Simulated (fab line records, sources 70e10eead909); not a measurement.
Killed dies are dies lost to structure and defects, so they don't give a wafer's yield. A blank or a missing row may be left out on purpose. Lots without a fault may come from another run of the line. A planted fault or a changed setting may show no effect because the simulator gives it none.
fab line records | flow nand_harc
record lots=24 wafers=72 last_day=34
route steps=1302 shown A_CHANNEL_HOLE_D1@475 A_CHANNEL_HOLE_D2@571
lots that met no fault: from a run of the same line without faults
start_h: hours from the record's first day to the start of the lot's first wafer shown | wait_h: hours since the lot's step before | " the same as in the row above | L1.1+2: a row that stands for several wafers | - no value, or no start given | * or withheld: withheld | < > ~ a bound
route shown NAME@n: a module of which the file shows steps, and the number in the route of the first | usual: mean/standard deviation of fault-free wafers | same: alike in all rows | chamber/n: place in a boat | sites: the reading at each site | _std_site: their standard deviation | _edge_site: outer sites' mean less inner sites' | radius_mm: how far each site lies from the wafer's centre | mask NAME#n: copy n | behind: the tool/chamber that last shaped the wafer | hold: why the lot was held/for how many hours/how that ended | device: the transistor (n, p or np) that didn't switch | end of line: the same wafers' tests at the end of the route | a step without rows: its recipe alone | killed: dies lost to structure and defects at the first sort, not the wafer's yield | map: a wafer's dies, x killed, . not, _ none there
set.NAME: the setting as run; set.NAME@STEP: as run at that earlier step | model.NAME: the simulator's own value behind a step, which no gauge read
steps of the route over a sample of lots; a table a step, a row a wafer
services: from which hour (start_h, from the record's first day; less than 0 if before it) a tool's chamber was out of use, for how many hours, and why
## steps
# step NHARC_A_CHANNEL_HOLE_D1_ETCH_23
# recipe bias_v=5000 source_w=withheld pressure_mtorr=20 time_s=819 ar_flow_sccm=375 c4f8_flow_sccm=89.3 o2_flow_sccm=35.7 temp_c=-20 target_depth_a=16000 chemistry=C4F8/O2/Ar
# usual drypump_motor_current_A=6.1/0.52 showerhead_plenum_p_Torr=3.61/0.12 throttle_valve_pct=32.156/0.008
# columns lot.wafer tool chamber start_h wait_h drypump_motor_current_A rf_hours_counter_h showerhead_plenum_p_Torr throttle_valve_pct
L074.1 har_etch-01 1 196.56 0.5 6.6 93 3.73 32.161
L074.4 " 1 " " 6.6 - 3.73 32.159
L074.6 " 1 " " 6.5 - 3.73 32.150
L075.3 har_etch-02 0 197.20 1.0 5.3 - 3.56 32.157
L075.5 " 0 " " 5.3 - 3.56 32.147
L075.6 " 0 " " 5.3 - 3.56 32.149
L076.3 har_etch-02 0 205.48 1.0 5.3 - 3.56 32.156
L076.5 " 0 " " 5.3 - 3.56 32.155
L076.6 " 0 " " 5.3 - 3.56 32.167
L078.4 har_etch-01 0 218.83 0.5 6.5 - 3.58 32.149
L078.6 " 0 " " 6.4 - 3.58 32.173
L078.5 " 1 " " 6.6 - 3.72 32.143
L077.2 har_etch-02 0 223.89 0.5 5.3 327 3.55 32.164
L077.3 " 0 " " 5.3 - 3.55 32.159
L077.5 " 0 " " 5.3 - 3.55 32.159
L079.1 har_etch-02 0 242.09 0.5 5.3 334 3.55 32.161
L079.2 " 1 " " 6.1 319 3.53 32.157
L079.4 " 1 " " 6.1 - 3.53 32.164
L080.1 har_etch-01 1 246.62 0.5 6.6 123 3.72 32.139
L080.3 " 0 " " 6.4 - 3.57 32.146
L080.5 " 1 " " 6.6 - 3.72 32.142
L081.1 har_etch-02 1 256.19 0.5 6.1 326 3.52 32.157
L081.2 " 0 " " 5.3 342 3.54 32.152
L081.3 " 0 " " 5.3 - 3.54 32.158
L082.1 har_etch-01 1 266.84 0.5 6.6 135 3.71 32.157
L082.3 " 0 " " 6.5 - 3.56 32.160
L082.5 " 0 " " 6.4 - 3.56 32.148
L083.2 har_etch-02 1 282.00 0.5 6.1 341 3.52 32.146
L083.5 " 0 " " 5.3 - 3.53 32.161
L083.6 " 1 " " 6.1 - 3.52 32.161
L084.4 har_etch-01 0 288.75 0.5 6.5 - 3.56 32.160
L084.3 " 1 " " 6.6 - 3.70 32.146
L084.5 " 0 " " 6.5 - 3.56 32.149
L086.2 har_etch-01 0 293.41 0.5 6.4 150 3.55 32.153
L086.6 " 0 " " 6.4 - 3.55 32.156
L086.5 " 1 " " 6.6 - 3.70 32.160
L085.4 har_etch-02 1 293.58 0.5 6.1 - 3.51 32.167
L085.3 " 0 " " 5.3 - 3.53 32.156
L085.5 " 1 " " 6.1 - 3.51 32.155
L087.1 har_etch-01 0 310.18 0.5 6.4 162 3.55 32.166
L087.2 " 1 " " 6.6 162 3.69 32.159
L087.4 " 1 " " 6.6 - 3.69 32.149
L088.4 har_etch-02 0 325.58 0.5 5.3 - 3.52 32.157
L088.3 " 1 " " 6.1 - 3.50 32.153
L088.6 " 1 " " 6.1 - 3.50 32.149
L089.2 har_etch-01 1 326.31 0.5 6.6 169 3.69 32.162
L089.3 " 0 " " 6.4 - 3.54 32.165
L089.6 " 0 " " 6.4 - 3.54 32.155
L090.1 har_etch-02 0 345.81 0.5 5.3 392 3.52 32.150
L090.2 " 1 " " 6.1 376 3.50 32.144
L090.3 " 1 " " 6.1 - 3.50 32.139
L091.2 har_etch-01 1 355.24 0.5 6.6 184 3.68 32.154
L091.1 " 0 " " 6.4 184 3.54 32.155
L091.3 " 0 " " 6.4 - 3.54 32.155
L092.1 har_etch-02 0 360.95 0.5 5.3 403 3.51 32.145
L092.2 " 1 " " 6.1 388 3.49 32.147
L092.5 " 1 " " 6.1 - 3.49 32.163
L093.2 har_etch-01 0 367.98 0.5 6.4 196 3.53 32.154
L093.1 " 1 " " 6.6 196 3.68 32.150
L093.5 " 1 " " 6.6 - 3.68 32.145
L095.2 har_etch-01 1 392.15 0.5 6.6 207 3.67 32.159
L095.1 " 0 " " 6.4 207 3.52 32.156
L095.3 " 1 " " 6.6 - 3.67 32.150
L094.1 har_etch-02 0 395.55 0.5 5.3 1 3.93 32.156
L094.3 " 1 " " 6.1 - 3.93 32.145
L094.5 " 1 " " 6.1 - 3.93 32.159
L096.1 har_etch-01 0 404.33 0.5 6.4 219 3.52 32.166
L096.3 " 0 " " 6.4 - 3.52 32.163
L096.4 " 1 " " 6.6 - 3.66 32.137
L097.2 har_etch-02 1 417.73 0.5 6.1 21 3.92 32.173
L097.5 " 0 " " 5.3 - 3.92 32.150
L097.6 " 1 " " 6.1 - 3.92 32.158
# step NHARC_A_CHANNEL_HOLE_D1_ETCH_24
# recipe bias_v=5000 source_w=withheld pressure_mtorr=20 time_s=906.2 ar_flow_sccm=375 c4f8_flow_sccm=93.8 o2_flow_sccm=31.2 temp_c=-20 target_depth_a=15000 chemistry=C4F8/O2/Ar
# usual drypump_motor_current_A=6.1/0.52 showerhead_plenum_p_Torr=3.60/0.12 throttle_valve_pct=32.236/0.0093
# columns lot.wafer tool chamber start_h wait_h drypump_motor_current_A rf_hours_counter_h showerhead_plenum_p_Torr throttle_valve_pct
L074.1 har_etch-01 1 197.28 0.6 6.6 93 3.73 32.243
L074.4 " 1 " " 6.6 - 3.73 32.237
L074.6 " 1 " " 6.6 - 3.73 32.225
L075.3 har_etch-02 0 198.63 1.2 5.3 - 3.56 32.239
L075.5 " 0 " " 5.3 - 3.56 32.250
L075.6 " 0 " " 5.3 - 3.56 32.239
L076.3 har_etch-02 0 206.92 1.2 5.3 - 3.55 32.238
L076.5 " 0 " " 5.3 - 3.55 32.233
L076.6 " 0 " " 5.3 - 3.55 32.241
L078.4 har_etch-01 0 219.56 0.6 6.4 - 3.57 32.244
L078.6 " 0 " " 6.4 - 3.57 32.238
L078.5 " 1 " " 6.5 - 3.72 32.231
L077.2 har_etch-02 0 224.59 0.6 5.3 327 3.55 32.239
L077.3 " 0 " " 5.3 - 3.55 32.244
L077.5 " 0 " " 5.3 - 3.55 32.228
L079.1 har_etch-02 0 242.77 0.6 5.3 335 3.54 32.214
L079.2 " 1 " " 6.1 319 3.52 32.243
L079.4 " 1 " " 6.1 - 3.52 32.232
L080.1 har_etch-01 1 247.32 0.6 6.6 124 3.71 32.246
L080.3 " 0 " " 6.5 - 3.56 32.242
L080.5 " 1 " " 6.6 - 3.71 32.238
L081.1 har_etch-02 1 256.88 0.6 6.1 327 3.52 32.236
L081.2 " 0 " " 5.3 342 3.54 32.208
L081.3 " 0 " " 5.3 - 3.54 32.226
L082.1 har_etch-01 1 267.56 0.6 6.6 135 3.70 32.230
L082.3 " 0 " " 6.5 - 3.56 32.245
L082.5 " 0 " " 6.5 - 3.56 32.233
L083.2 har_etch-02 1 282.71 0.6 6.1 342 3.51 32.239
L083.5 " 0 " " 5.3 - 3.53 32.221
L083.6 " 1 " " 6.1 - 3.51 32.233
L084.4 har_etch-01 0 289.48 0.6 6.4 - 3.55 32.241
L084.3 " 1 " " 6.6 - 3.70 32.234
L084.5 " 0 " " 6.4 - 3.55 32.231
L086.2 har_etch-01 0 294.11 0.6 6.4 151 3.55 32.228
L086.6 " 0 " " 6.4 - 3.55 32.258
L086.5 " 1 " " 6.6 - 3.70 32.240
L085.4 har_etch-02 1 294.29 0.6 6.1 - 3.51 32.251
L085.3 " 0 " " 5.3 - 3.53 32.236
L085.5 " 1 " " 6.1 - 3.51 32.237
L087.1 har_etch-01 0 310.87 0.6 6.4 162 3.54 32.233
L087.2 " 1 " " 6.6 162 3.69 32.237
L087.4 " 1 " " 6.6 - 3.69 32.223
L088.4 har_etch-02 0 326.30 0.6 5.3 - 3.52 32.245
L088.3 " 1 " " 6.1 - 3.50 32.245
L088.6 " 1 " " 6.1 - 3.50 32.242
L089.2 har_etch-01 1 327.02 0.6 6.5 170 3.68 32.240
L089.3 " 0 " " 6.5 - 3.54 32.239
L089.6 " 0 " " 6.4 - 3.54 32.229
L090.1 har_etch-02 0 346.50 0.6 5.3 392 3.51 32.247
L090.2 " 1 " " 6.1 377 3.49 32.246
L090.3 " 1 " " 6.1 - 3.49 32.224
L091.2 har_etch-01 1 355.93 0.6 6.6 185 3.68 32.256
L091.1 " 0 " " 6.4 185 3.53 32.238
L091.3 " 0 " " 6.4 - 3.53 32.236
L092.1 har_etch-02 0 361.65 0.6 5.3 404 3.51 32.243
L092.2 " 1 " " 6.1 388 3.49 32.229
L092.5 " 1 " " 6.1 - 3.49 32.236
L093.2 har_etch-01 0 368.68 0.6 6.5 196 3.52 32.219
L093.1 " 1 " " 6.6 196 3.67 32.236
L093.5 " 1 " " 6.6 - 3.67 32.249
L095.2 har_etch-01 1 392.85 0.6 6.5 208 3.66 32.240
L095.1 " 0 " " 6.4 208 3.52 32.246
L095.3 " 1 " " 6.6 - 3.66 32.231
L094.1 har_etch-02 0 396.26 0.6 5.3 2 3.93 32.236
L094.3 " 1 " " 6.1 - 3.93 32.216
L094.5 " 1 " " 6.1 - 3.93 32.242
L096.1 har_etch-01 0 405.02 0.6 6.4 219 3.51 32.250
L096.3 " 0 " " 6.4 - 3.51 32.261
L096.4 " 1 " " 6.6 - 3.66 32.234
L097.2 har_etch-02 1 418.43 0.6 6.1 21 3.92 32.240
L097.5 " 0 " " 5.3 - 3.92 32.237
L097.6 " 1 " " 6.1 - 3.92 32.236
# step NHARC_A_CHANNEL_HOLE_D2_DEP_01
# recipe target_thk_a=1400 target_thk_nm=140 temp_c=400 pressure_torr=3.5 flow_sccm=200 rf_w=350 material=SiON
# usual chamber_pressure_Torr=3.499/0.0072 heater_power_w=701/85
# columns lot.wafer tool chamber start_h wait_h chamber_pressure_Torr heater_power_w
L075.3 pecvd-02 2 297.92 1.0 3.511 512
L075.6 " 1 " " 3.495 815
L075.5 " 2 " " 3.500 527
L074.1 pecvd-03 0 297.93 1.7 3.486 718
L074.6 " 1 " " 3.499 665
L074.4 " 0 " " 3.498 749
L076.3 pecvd-03 2 317.29 1.0 3.509 735
L076.6 " 2 " " 3.501 742
L076.5 " 0 " " 3.514 835
L078.4 pecvd-02 1 332.14 0.7 3.511 797
L078.6 " 1 " " 3.500 807
L078.5 " 0 " " 3.502 747
L077.3 pecvd-03 0 332.64 1.0 3.489 851
L077.2 " 2 " " 3.507 716
L077.5 " 2 " " 3.496 712
L080.1 pecvd-02 1 352.77 1.6 3.508 718
L080.3 " 2 " " 3.498 533
L080.5 " 0 " " 3.506 756
L079.1 pecvd-03 0 352.84 1.6 3.498 796
L079.2 " 1 " " 3.515 698
L079.4 " 2 " " 3.502 763
L081.2 pecvd-02 0 361.17 1.3 3.490 716
L081.3 " 1 " " 3.501 758
L081.1 " 2 " " 3.512 595
L082.1 pecvd-02 1 375.79 1.6 3.507 697
L082.3 " 0 " " 3.498 678
L082.5 " 1 " " 3.510 702
L083.2 pecvd-02 0 394.35 1.4 3.499 759
L083.6 " 0 " " 3.501 761
L083.5 " 1 " " 3.497 787
L086.2 pecvd-01 0 394.41 1.4 3.498 737
L086.6 " 0 " " 3.497 745
L086.5 " 2 " " 3.501 595
L084.3 pecvd-02 1 396.37 1.1 3.492 792
L084.5 " 0 " " 3.504 748
L084.4 " 1 " " 3.499 784
L085.3 pecvd-01 0 397.54 1.0 3.496 766
L085.5 " 0 " " 3.503 756
L085.4 " 2 " " 3.496 618
L087.2 pecvd-01 2 415.34 1.3 3.494 665
L087.1 " 1 " " 3.494 642
L087.4 " 1 " " 3.506 651
L088.3 pecvd-02 2 434.99 1.0 3.507 563
L088.4 " 1 " " 3.499 745
L088.6 " 2 " " 3.492 571
L089.2 pecvd-02 1 436.40 1.3 3.495 718
L089.3 " 2 " " 3.490 565
L089.6 " 1 " " 3.501 701
L090.3 pecvd-01 0 449.80 1.0 3.500 756
L090.2 " 1 " " 3.499 653
L090.1 " 2 " " 3.492 690
L091.2 pecvd-01 1 463.38 1.3 3.493 753
L091.1 " 2 " " 3.497 586
L091.3 " 0 " " 3.498 809
L092.1 pecvd-02 0 463.62 1.6 3.511 708
L092.2 " 1 " " 3.493 750
L092.5 " 1 " " 3.486 767
L093.2 pecvd-01 0 478.59 1.3 3.499 797
L093.1 " 2 " " 3.504 688
L093.5 " 0 " " 3.494 795
L095.2 pecvd-02 0 502.08 1.3 3.498 704
L095.1 " 1 " " 3.508 671
L095.3 " 2 " " 3.500 603
L094.3 pecvd-03 2 502.10 1.0 3.494 611
L094.1 " 0 " " 3.493 837
L094.5 " 0 " " 3.493 821
L096.3 pecvd-01 1 509.12 1.0 3.496 664
L096.1 " 2 " " 3.505 722
L096.4 " 1 " " 3.503 660
L097.2 pecvd-02 2 523.37 1.3 3.496 544
L097.6 " 0 " " 3.502 660
L097.5 " 1 " " 3.480 741
# step NHARC_A_CHANNEL_HOLE_D2_OVL_MEAS_11
# usual overlay_x_nm=0.1/1.1 overlay_y_nm=-0.1/0.86
# columns lot.wafer tool chamber start_h wait_h overlay_x_nm overlay_y_nm
L074.1 overlay-02 - 298.68 - -1.7 -0.7
L074.4 " - " " -2.2 -0.2
L074.6 " - " " -1.7 -0.3
L075.3 overlay-02 - 298.84 - -0.1 0.0
L075.5 " - " " -0.3 0.0
L075.6 " - " " 0.0 -0.3
L076.3 overlay-02 - 317.99 - 1.0 0.5
L076.5 " - " " 0.8 0.2
L076.6 " - " " 1.2 0.8
L078.4 overlay-02 - 332.85 - 0.3 -1.4
L078.5 " - " " 0.0 -1.6
L078.6 " - " " 0.0 -1.8
L077.2 overlay-01 - 333.45 - -1.3 1.5
L077.3 " - " " -2.1 0.5
L077.5 " - " " -2.1 1.0
L080.1 overlay-02 - 353.58 - 0.3 -0.3
L080.3 " - " " 0.4 -0.1
L080.5 " - " " 0.0 -0.6
L079.1 overlay-01 - 353.73 - -0.2 -1.4
L079.2 " - " " 0.4 -2.3
L079.4 " - " " 0.7 -1.5
L081.1 overlay-01 - 361.98 - -1.0 0.9
L081.2 " - " " -1.3 1.0
L081.3 " - " " -1.2 1.1
L082.1 overlay-01 - 376.60 - 0.1 0.1
L082.3 " - " " -0.2 0.9
L082.5 " - " " -0.2 0.3
L083.2 overlay-01 - 395.16 - 1.1 0.4
L083.5 " - " " 1.8 0.2
L083.6 " - " " 0.3 0.0
L086.2 overlay-02 - 395.31 - 0.7 1.2
L086.5 " - " " 1.6 0.5
L086.6 " - " " 0.9 0.9
L084.3 overlay-02 - 397.02 - 1.5 0.7
L084.4 " - " " 0.5 0.7
L084.5 " - " " 0.2 0.3
L085.3 overlay-02 - 398.23 - -1.2 -0.2
L085.4 " - " " -1.7 -0.6
L085.5 " - " " -1.7 -0.4
L087.1 overlay-02 - 416.15 - -0.1 -1.5
L087.2 " - " " -0.2 -1.9
L087.4 " - " " -0.1 -1.6
L088.3 overlay-02 - 435.62 - 0.0 -0.3
L088.4 " - " " -0.2 -0.2
L088.6 " - " " 0.0 0.2
L089.2 overlay-02 - 437.21 - 0.1 0.4
L089.3 " - " " -0.1 0.6
L089.6 " - " " 0.1 0.4
L090.1 overlay-02 - 450.52 - -0.8 -0.7
L090.2 " - " " -1.2 -0.4
L090.3 " - " " -1.2 -0.2
L091.1 overlay-02 - 464.06 - 1.1 0.2
L091.2 " - " " 1.4 -0.8
L091.3 " - " " 1.0 -0.2
L092.1 overlay-01 - 464.40 - -0.4 -1.3
L092.2 " - " " -0.4 -1.2
L092.5 " - " " -0.6 -1.2
L093.1 overlay-01 - 479.40 - 1.1 -0.3
L093.2 " - " " 1.2 -0.7
L093.5 " - " " 1.5 -0.3
L095.1 overlay-01 - 502.88 - 2.4 0.6
L095.2 " - " " 2.6 1.4
L095.3 " - " " 2.1 0.9
L094.1 overlay-02 - 503.04 - 0.8 -0.4
L094.3 " - " " 1.0 0.2
L094.5 " - " " 1.3 -0.1
L096.1 overlay-01 - 509.80 - 0.5 -0.1
L096.3 " - " " 0.0 -1.1
L096.4 " - " " 0.3 -0.2
L097.2 overlay-02 - 524.12 - 0.1 1.0
L097.5 " - " " -0.8 1.1
L097.6 " - " " -0.3 1.2
# step NHARC_A_CHANNEL_HOLE_D2_ETCH_24
# recipe bias_v=5000 source_w=withheld pressure_mtorr=20 time_s=906.2 ar_flow_sccm=375 c4f8_flow_sccm=93.8 o2_flow_sccm=31.2 temp_c=-20 target_depth_a=15000 chemistry=C4F8/O2/Ar
# usual drypump_motor_current_A=6.1/0.5 showerhead_plenum_p_Torr=3.66/0.17 throttle_valve_pct=32.236/0.0089
# columns lot.wafer tool chamber start_h wait_h drypump_motor_current_A rf_hours_counter_h showerhead_plenum_p_Torr throttle_valve_pct
L074.1 har_etch-01 1 302.09 0.6 6.6 155 3.69 32.229
L074.4 " 0 " " 6.4 - 3.55 32.230
L074.6 " 1 " " 6.6 - 3.69 32.222
L075.3 har_etch-02 1 302.66 0.6 6.1 - 3.50 32.236
L075.6 " 1 " " 6.1 - 3.50 32.221
L075.5 " 0 " " 5.3 - 3.52 32.228
L076.3 har_etch-02 0 321.66 0.6 5.3 - 3.52 32.252
L076.6 " 0 " " 5.3 - 3.52 32.236
L076.5 " 1 " " 6.1 - 3.50 32.234
L078.4 har_etch-02 0 336.49 0.6 5.3 - 3.51 32.249
L078.6 " 0 " " 5.3 - 3.51 32.232
L078.5 " 1 " " 6.1 - 3.49 32.235
L077.2 har_etch-01 0 339.10 0.6 6.4 177 3.53 32.247
L077.3 " 1 " " 6.6 - 3.68 32.239
L077.5 " 1 " " 6.6 - 3.68 32.227
L080.1 har_etch-02 1 356.99 0.6 6.1 384 3.49 32.243
L080.3 " 0 " " 5.3 - 3.51 32.256
L080.5 " 1 " " 6.1 - 3.49 32.229
L079.1 har_etch-01 0 360.14 0.6 6.5 189 3.53 32.246
L079.2 " 1 " " 6.6 189 3.68 32.252
L079.4 " 1 " " 6.6 - 3.67 32.237
L081.1 har_etch-02 1 365.82 0.6 6.1 392 3.49 32.255
L081.2 " 0 " " 5.3 408 3.50 32.230
L081.3 " 0 " " 5.3 - 3.50 32.236
L082.1 har_etch-01 1 380.03 0.6 6.6 200 3.67 32.221
L082.3 " 0 " " 6.4 - 3.52 32.235
L082.5 " 1 " " 6.6 - 3.67 32.246
L083.2 har_etch-02 1 400.42 0.6 6.1 6 3.92 32.236
L083.6 " 0 " " 5.3 - 3.92 32.240
L083.5 " 1 " " 6.1 - 3.93 32.236
L086.2 har_etch-01 1 400.86 0.6 6.6 215 3.66 32.241
L086.5 " 1 " " 6.6 - 3.66 32.237
L086.6 " 0 " " 6.5 - 3.51 32.253
L084.4 har_etch-02 1 404.72 0.6 6.1 - 3.92 32.234
L084.3 " 0 " " 5.3 - 3.92 32.243
L084.5 " 0 " " 5.3 - 3.92 32.233
L085.4 har_etch-02 1 408.92 0.6 6.1 - 3.92 32.228
L085.3 " 0 " " 5.3 - 3.92 32.249
L085.5 " 0 " " 5.3 - 3.92 32.233
L087.2 har_etch-01 0 420.80 0.6 6.4 231 3.51 32.246
L087.1 " 1 " " 6.6 231 3.65 32.229
L087.4 " 1 " " 6.6 - 3.65 32.212
L088.4 har_etch-01 1 439.28 0.6 6.6 - 3.65 32.253
L088.3 " 0 " " 6.5 - 3.50 32.230
L088.6 " 0 " " 6.5 - 3.50 32.231
L089.2 har_etch-02 0 442.91 0.6 5.3 33 3.91 32.250
L089.3 " 1 " " 6.1 - 3.91 32.238
L089.6 " 0 " " 5.3 - 3.91 32.221
L090.1 har_etch-01 0 453.96 0.6 6.4 246 3.50 32.249
L090.2 " 1 " " 6.6 246 3.64 32.242
L090.3 " 0 " " 6.4 - 3.50 32.240
L091.1 har_etch-01 0 467.48 0.6 6.4 254 3.49 32.243
L091.2 " 1 " " 6.6 254 3.64 32.246
L091.3 " 0 " " 6.4 - 3.49 32.224
L092.1 har_etch-02 1 467.81 0.6 6.1 48 3.90 32.237
L092.2 " 0 " " 5.3 48 3.90 32.231
L092.5 " 0 " " 5.3 - 3.90 32.236
L093.2 har_etch-01 1 485.24 0.6 6.6 266 3.63 32.219
L093.1 " 0 " " 6.5 266 3.49 32.239
L093.5 " 0 " " 6.5 - 3.49 32.235
L095.1 har_etch-01 1 506.29 0.6 6.6 273 3.63 32.241
L095.2 " 0 " " 6.5 273 3.48 32.235
L095.3 " 1 " " 6.6 - 3.63 32.229
L094.1 har_etch-02 1 506.42 0.6 6.1 66 3.89 32.232
L094.3 " 1 " " 6.1 - 3.89 32.237
L094.5 " 1 " " 6.1 - 3.89 32.247
L096.1 har_etch-01 0 514.79 0.6 6.4 281 3.48 32.246
L096.3 " 1 " " 6.6 - 3.63 32.229
L096.4 " 0 " " 6.5 - 3.48 32.233
L097.2 har_etch-02 1 527.50 0.6 6.1 78 3.88 32.233
L097.6 " 1 " " 6.1 - 3.88 32.242
L097.5 " 0 " " 5.3 - 3.88 32.221
# step NHARC_A_CHANNEL_HOLE_D2_ETCH_25
# recipe bias_v=5000 source_w=withheld pressure_mtorr=20 time_s=1040.2 ar_flow_sccm=375 c4f8_flow_sccm=93.8 o2_flow_sccm=31.2 temp_c=-20 target_depth_a=15000 chemistry=C4F8/O2/Ar
# usual drypump_motor_current_A=6.1/0.5 showerhead_plenum_p_Torr=3.66/0.17 throttle_valve_pct=32.235/0.0093
# columns lot.wafer tool chamber start_h wait_h drypump_motor_current_A rf_hours_counter_h showerhead_plenum_p_Torr throttle_valve_pct
L074.1 har_etch-01 1 302.86 0.6 6.6 155 3.69 32.240
L074.4 " 0 " " 6.4 - 3.55 32.216
L074.6 " 1 " " 6.6 - 3.69 32.237
L075.3 har_etch-02 1 303.47 0.7 6.1 - 3.50 32.232
L075.6 " 1 " " 6.1 - 3.50 32.237
L075.5 " 0 " " 5.3 - 3.52 32.228
L076.3 har_etch-02 0 322.47 0.7 5.3 - 3.52 32.236
L076.6 " 0 " " 5.3 - 3.52 32.239
L076.5 " 1 " " 6.1 - 3.50 32.238
L078.4 har_etch-02 0 337.29 0.7 5.3 - 3.51 32.232
L078.6 " 0 " " 5.3 - 3.51 32.227
L078.5 " 1 " " 6.1 - 3.49 32.227
L077.2 har_etch-01 0 339.89 0.7 6.5 178 3.53 32.219
L077.3 " 1 " " 6.6 - 3.68 32.255
L077.5 " 1 " " 6.6 - 3.68 32.232
L080.1 har_etch-02 1 357.77 0.6 6.1 385 3.49 32.227
L080.3 " 0 " " 5.3 - 3.51 32.236
L080.5 " 1 " " 6.1 - 3.49 32.242
L079.1 har_etch-01 0 360.91 0.6 6.4 190 3.53 32.229
L079.2 " 1 " " 6.6 190 3.67 32.228
L079.4 " 1 " " 6.6 - 3.67 32.231
L081.1 har_etch-02 1 366.59 0.6 6.1 393 3.48 32.231
L081.2 " 0 " " 5.3 409 3.50 32.226
L081.3 " 0 " " 5.3 - 3.50 32.234
L082.1 har_etch-01 1 380.80 0.6 6.6 201 3.67 32.245
L082.3 " 0 " " 6.4 - 3.52 32.231
L082.5 " 1 " " 6.6 - 3.67 32.253
L083.2 har_etch-02 1 401.21 0.7 6.0 7 3.92 32.226
L083.6 " 0 " " 5.3 - 3.92 32.229
L083.5 " 1 " " 6.1 - 3.92 32.225
L086.2 har_etch-01 1 401.63 0.6 6.6 216 3.66 32.230
L086.5 " 1 " " 6.6 - 3.66 32.232
L086.6 " 0 " " 6.4 - 3.51 32.241
L084.4 har_etch-02 1 405.54 0.7 6.1 - 3.92 32.229
L084.3 " 0 " " 5.3 - 3.92 32.244
L084.5 " 0 " " 5.3 - 3.92 32.233
L085.4 har_etch-02 1 409.73 0.7 6.1 - 3.92 32.259
L085.3 " 0 " " 5.3 - 3.92 32.237
L085.5 " 0 " " 5.3 - 3.92 32.231
L087.2 har_etch-01 0 421.56 0.6 6.5 232 3.51 32.235
L087.1 " 1 " " 6.6 232 3.65 32.237
L087.4 " 1 " " 6.5 - 3.65 32.227
L088.4 har_etch-01 1 440.09 0.7 6.6 - 3.65 32.216
L088.3 " 0 " " 6.4 - 3.50 32.229
L088.6 " 0 " " 6.5 - 3.50 32.223
L089.2 har_etch-02 0 443.67 0.6 5.3 33 3.91 32.227
L089.3 " 1 " " 6.1 - 3.91 32.228
L089.6 " 0 " " 5.3 - 3.91 32.235
L090.1 har_etch-01 0 454.72 0.6 6.4 247 3.50 32.235
L090.2 " 1 " " 6.6 247 3.64 32.224
L090.3 " 0 " " 6.4 - 3.50 32.232
L091.1 har_etch-01 0 468.25 0.6 6.4 255 3.49 32.226
L091.2 " 1 " " 6.6 255 3.64 32.223
L091.3 " 0 " " 6.4 - 3.49 32.229
L092.1 har_etch-02 1 468.59 0.6 6.1 48 3.90 32.246
L092.2 " 0 " " 5.3 48 3.90 32.250
L092.5 " 0 " " 5.3 - 3.90 32.225
L093.2 har_etch-01 1 486.00 0.6 6.6 266 3.63 32.246
L093.1 " 0 " " 6.5 266 3.49 32.254
L093.5 " 0 " " 6.4 - 3.49 32.235
L095.1 har_etch-01 1 507.06 0.6 6.5 274 3.63 32.234
L095.2 " 0 " " 6.4 274 3.48 32.231
L095.3 " 1 " " 6.5 - 3.63 32.230
L094.1 har_etch-02 1 507.19 0.6 6.1 67 3.89 32.224
L094.3 " 1 " " 6.1 - 3.89 32.240
L094.5 " 1 " " 6.1 - 3.89 32.247
L096.1 har_etch-01 0 515.58 0.7 6.4 282 3.48 32.239
L096.3 " 1 " " 6.6 - 3.62 32.231
L096.4 " 0 " " 6.4 - 3.48 32.224
L097.2 har_etch-02 1 528.27 0.6 6.1 79 3.88 32.247
L097.6 " 1 " " 6.1 - 3.88 32.242
L097.5 " 0 " " 5.3 - 3.88 32.213
## services
# columns tool chamber start_h hours kind
pecvd-03 - 185.00 13.0 pm
pecvd-02 - 188.04 0.7 repair
har_etch-02 1 193.88 - consumable_replace:focus_ring
har_etch-02 1 193.88 17.0 scheduled_down
har_etch-02 1 193.88 17.0 vent_cycle
pecvd-01 1 201.88 6.4 repair
har_etch-01 - 209.52 1.1 repair
pecvd-02 - 227.00 13.0 pm
pecvd-01 - 255.51 1.1 repair
pecvd-01 - 311.00 13.0 pm
pecvd-02 2 329.30 8.8 repair
pecvd-01 0 362.57 9.0 repair
pecvd-03 - 366.24 13.0 pm
har_etch-02 - 377.00 17.0 pm
har_etch-02 0 377.00 17.0 vent_cycle
har_etch-02 1 377.00 17.0 vent_cycle
pecvd-03 - 391.07 9.2 repair
har_etch-02 0 394.00 - clean
har_etch-02 0 394.00 - consumable_replace:focus_ring
pecvd-02 - 408.00 13.0 pm
pecvd-03 0 465.60 1.8 repair
pecvd-01 - 490.88 1.1 repair
pecvd-01 - 492.00 13.0 pm
pecvd-03 - 523.60 0.3 repair
## key
fault none
